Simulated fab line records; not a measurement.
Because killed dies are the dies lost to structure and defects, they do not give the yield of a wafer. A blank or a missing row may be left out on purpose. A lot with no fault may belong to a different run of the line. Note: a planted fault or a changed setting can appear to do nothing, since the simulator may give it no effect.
Chamber matching	flow nand_harc	NHARC_P_M1_DEP_33 on pecvd-03: 3 sister chambers
The step deposits SiCN, target thk 30 nm. 6 wafers are shown with their chamber, then 8 later ones without.

WAFERS PAIRED WITH THEIR CHAMBERS
wafer	chamber	heater_power_w (W)	chamber_pressure_Torr (Torr)
L082.4	0	586	3.002
L085.1	2	511	3.001
L085.2	0	522	3.002
L093.3	2	577	3.004
L093.4	1	634	2.999
L092.3	1	589	2.991

WAFERS MISSING THEIR CHAMBER
wafer	heater_power_w (W)	chamber_pressure_Torr (Torr)
L092.4	533	2.997
L092.6	598	3.002
L095.1	590	3.009
L095.3	569	2.999
L095.6	604	3.002
L096.1	609	2.998
L096.2	493	2.984
L096.6	498	2.995

THE CHAMBER EACH PASSED THROUGH
wafer	from the rows above	in truth
L092.4	can't be placed: 0 or 2 or 1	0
L092.6	can't be placed: 0 or 2 or 1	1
L095.1	can't be placed: 2 or 0 or 1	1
L095.3	can't be placed: 0 or 2 or 1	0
L095.6	can't be placed: 0 or 2 or 1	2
L096.1	can't be placed: 1 or 0 or 2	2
L096.2	can't be placed: 1 or 0 or 2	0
L096.6	can't be placed: 0 or 2 or 1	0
Correct placement for 0 of the 8. Not placeable from these rows: 8 (in 8, the candidates include the true chamber). Wrongly placed: 0.
How it was worked out, from the rows above alone: a wafer's distance from a chamber is the root of the sum, over the readings, of the square of ((its reading less the chamber's mean) divided by the reading's scatter). If the next closest chamber is less than 2 further off than the closest, the wafer can't be placed; otherwise it belongs to the closest. Each chamber's mean is taken over the wafers shown for it. The scatter: the root of (the sum of the squares of (reading less its chamber's mean) over the shown wafers, divided by (wafers less chambers)).
